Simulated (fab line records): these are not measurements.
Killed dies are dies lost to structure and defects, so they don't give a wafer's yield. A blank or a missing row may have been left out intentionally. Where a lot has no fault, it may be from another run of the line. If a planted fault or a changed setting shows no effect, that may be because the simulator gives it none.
The tool behind it: which one? | flow nandHarc | 39 wafers from 13 lots sampled at 6 of the route's 1159 steps

WHAT EACH GAUGE READ, for each wafer
NHARC_A_ONON_D1_THK_MEAS_05: measures by ellipsometry. Usual: 1000 nm for thkNm, sd 7.7.
lot  | measured     | on           | thkNm (nm)     | flag
L719 | day 7 11:17  | filmMetro-02 | 981 982 982    | 
L718 | day 7 11:30  | filmMetro-01 | 1010 1010 1010 | 
L721 | day 8 07:10  | filmMetro-02 | 996 996 995    | 
L722 | day 8 07:10  | filmMetro-01 | 1002 1004 1002 | 
L724 | day 8 17:36  | filmMetro-01 | 1002 1000 999  | 
L723 | day 8 17:44  | filmMetro-01 | 1002 1000 1002 | 
L725 | day 9 10:08  | filmMetro-02 | 1003 1003 1003 | 
L726 | day 9 17:00  | filmMetro-01 | 999 999 999    | 
L727 | day 9 22:08  | filmMetro-02 | 996 996 997    | 
L728 | day 10 04:20 | filmMetro-01 | 1007 1007 1007 | 
L730 | day 11 02:50 | filmMetro-01 | 996 997 996    | 
L738 | day 12 16:01 | filmMetro-01 | 1003 1004 1004 | 
L739 | day 13 01:25 | filmMetro-01 | 1005 1003 1002 | 

NHARC_A_ONON_D1_THK_MEAS_21: measures by ellipsometry. Usual: 995 nm for thkNm, sd 10.
lot  | measured     | on           | thkNm (nm)     | flag
L719 | day 7 20:39  | filmMetro-02 | 987 986 985    | 
L718 | day 7 20:52  | filmMetro-01 | 997 998 998    | 
L721 | day 8 16:34  | filmMetro-01 | 986 985 986    | 
L722 | day 8 16:34  | filmMetro-02 | 982 983 980    | 
L724 | day 9 06:32  | filmMetro-01 | 993 993 990    | 
L723 | day 9 06:33  | filmMetro-01 | 990 990 991    | 
L725 | day 9 19:34  | filmMetro-01 | 980 979 979    | 
L726 | day 10 02:23 | filmMetro-02 | 993 993 993    | 
L727 | day 10 09:35 | filmMetro-01 | 1004 1008 1005 | 
L728 | day 10 13:41 | filmMetro-01 | 1012 1011 1012 | 
L730 | day 11 14:13 | filmMetro-02 | 983 626 982    | OFF
L738 | day 13 02:19 | filmMetro-02 | 983 985 984    | 
L739 | day 13 11:55 | filmMetro-02 | 1004 1004 1004 | 

NHARC_END_SORT_01. Usual: killedAtArray 26, standard deviation 9; killedAtOther 0.8, standard deviation 1.2; killedAtPeriphery 3.2, standard deviation 2.3; killedDies 30, standard deviation 9.1; killedOpen 3.5, standard deviation 2; killedShort 1.8, standard deviation 1.4.
lot  | measured     | on        | killedAtArray | killedAtOther | killedAtPeriphery | killedDies | killedOpen | killedShort | flag
L727 | day 21 21:46 | prober-01 | 29 21 25      | 1 0 0         | 3 2 3             | 33 23 28   | 3 2 2      | 3 1 3       | 
L728 | day 21 11:17 | prober-01 | 24 22         | 1 1           | 2 2               | 27 25      | 1 3        | 2 2         | 
L730 | day 22 10:04 | prober-02 | 22 675 20     | 1 0 0         | 4 2 3             | 27 677 23  | 3 2 3      | 4 0 2       | OFF

EACH LOT AND THE TOOL THAT RAN IT (in order: tool; ch and the chambers of the sampled wafers; start)
lot  | NHARC_A_ONON_D1_DEP_19          | NHARC_A_CHANNEL_HOLE_D1_DEP_00 | NHARC_A_CHANNEL_HOLE_D1_DEP_01
L719 | pecvdOnon-02 ch 0, day 7 20:08  | aclDep-03 ch 0, day 8 01:57    | pecvd-01 ch 0,1, day 8 03:52
L718 | pecvdOnon-01 ch 0, day 7 20:22  | aclDep-01 ch 0, day 8 01:28    | pecvd-01 ch 0, day 8 03:28
L721 | pecvdOnon-01 ch 0, day 8 16:07  | aclDep-01 ch 0, day 8 19:37    | pecvd-02 ch 0,1, day 8 21:17
L722 | pecvdOnon-03 ch 0, day 8 16:04  | aclDep-02 ch 0, day 8 19:08    | pecvd-01 ch 1,2, day 8 21:05
L724 | pecvdOnon-02 ch 0, day 9 06:05  | aclDep-01 ch 0, day 9 09:10    | pecvd-01 ch 0,1, day 9 10:50
L723 | pecvdOnon-03 ch 0, day 9 06:05  | aclDep-02 ch 0, day 9 10:37    | pecvd-02 ch 0,1,2, day 9 12:22
L725 | pecvdOnon-03 ch 0, day 9 19:04  | aclDep-01 ch 0, day 9 21:56    | pecvd-04 ch 0,2, day 9 23:54
L726 | pecvdOnon-01 ch 0, day 10 01:55 | aclDep-01 ch 0, day 10 05:19   | pecvd-04 ch 0,1,2, day 10 06:55
L727 | pecvdOnon-01 ch 0, day 10 09:04 | aclDep-01 ch 0, day 10 11:56   | pecvd-04 ch 0,1,2, day 10 13:52
L728 | pecvdOnon-02 ch 0, day 10 13:10 | aclDep-01 ch 0, day 10 16:01   | pecvd-04 ch 0,1,2, day 10 17:55
L730 | pecvdOnon-01 ch 0, day 11 13:43 | aclDep-02 ch 0, day 11 16:33   | pecvd-04 ch 0,1, day 11 18:31
L738 | pecvdOnon-03 ch 0, day 13 01:48 | aclDep-02 ch 0, day 13 05:01   | pecvd-01 ch 0,2, day 13 06:58
L739 | pecvdOnon-03 ch 0, day 13 11:25 | aclDep-03 ch 0, day 13 16:19   | pecvd-04 ch 0,1,2, day 13 18:23
- NHARC_A_ONON_D1_DEP_19: target thk 1000 nm.
- NHARC_A_CHANNEL_HOLE_D1_DEP_00: deposits aC, target thk 3100 nm.
- NHARC_A_CHANNEL_HOLE_D1_DEP_01: deposits SiON, target thk 140 nm.

AS READ BY THE TOOLS THEMSELVES (means over the sampled wafers that have a number; for cases with no such wafer, the mark the record gives instead)
NHARC_A_CHANNEL_HOLE_D1_DEP_00. Usual: 35.000 % for throttleValvePct, sd 0.0099.
lot  | tool      | throttleValvePct (%) | flag
L719 | aclDep-03 | 35.002               | 
L718 | aclDep-01 | 35.000               | 
L721 | aclDep-01 | 35.000               | 
L722 | aclDep-02 | 35.014               | 
L724 | aclDep-01 | 34.991               | 
L723 | aclDep-02 | 35.002               | 
L725 | aclDep-01 | 35.000               | 
L726 | aclDep-01 | 34.994               | 
L727 | aclDep-01 | 35.001               | 
L728 | aclDep-01 | 35.004               | 
L730 | aclDep-02 | 35.001               | 
L738 | aclDep-02 | 34.998               | 
L739 | aclDep-03 | 35.003               | 

NHARC_A_CHANNEL_HOLE_D1_DEP_01. Usual: heaterPowerOuterW 462 W, standard deviation 50; heaterPowerW 749 W, standard deviation 63.
lot  | tool     | heaterPowerOuterW (W) | heaterPowerW (W) | flag
L719 | pecvd-01 | 449                   | 750              | 
L718 | pecvd-01 | 398                   | 671              | 
L721 | pecvd-02 | 497                   | 755              | 
L722 | pecvd-01 | 416                   | 741              | 
L724 | pecvd-01 | 413                   | 691              | 
L723 | pecvd-02 | 505                   | 774              | 
L725 | pecvd-04 | 443                   | 704              | 
L726 | pecvd-04 | 431                   | 702              | 
L727 | pecvd-04 | 441                   | 710              | 
L728 | pecvd-04 | 483                   | 758              | 
L730 | pecvd-04 | 448                   | 740              | 
L738 | pecvd-01 | 454                   | 775              | 
L739 | pecvd-04 | 460                   | 753              | 

THE ANSWER, worked out from the rows above alone
Rule: a lot is off if the mean of its wafers that have a number lies more than 3 standard deviations from the usual mean. Also off: a lot with no number at a reading for which 4 or more lots have one. Any other lot the step has rows for is counted as sound. First the gauges in route order, then the tools' own readings, where a lot's mean is used as printed above. At the first step where some lot is off, the reading lying furthest off is the one used; lots without a number count as furthest.
Off: L730 (NHARC_A_ONON_D1_THK_MEAS_21, thkNm).
If a tool, at a process step before that reading, ran all the lots that are off and no sound lot after the first of them, it fits. The gauges at NHARC_A_ONON_D1_THK_MEAS_21 aren't tried: what is off there is off at NHARC_END_SORT_01 too, on other tools, and a gauge's error can't cause that. One fits: pecvdOnon-01 at NHARC_A_ONON_D1_DEP_19. Its last sound lot is L727 (day 10 09:04), its first lot that is off L730 (day 11 13:43): a fault that began between those two fits.

WHAT HAD BEEN PUT IN BY THE SIMULATOR
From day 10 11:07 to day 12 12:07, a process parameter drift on pecvdOnon-01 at NHARC_A_ONON_D1_DEP_19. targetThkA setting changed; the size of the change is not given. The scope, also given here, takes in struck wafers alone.
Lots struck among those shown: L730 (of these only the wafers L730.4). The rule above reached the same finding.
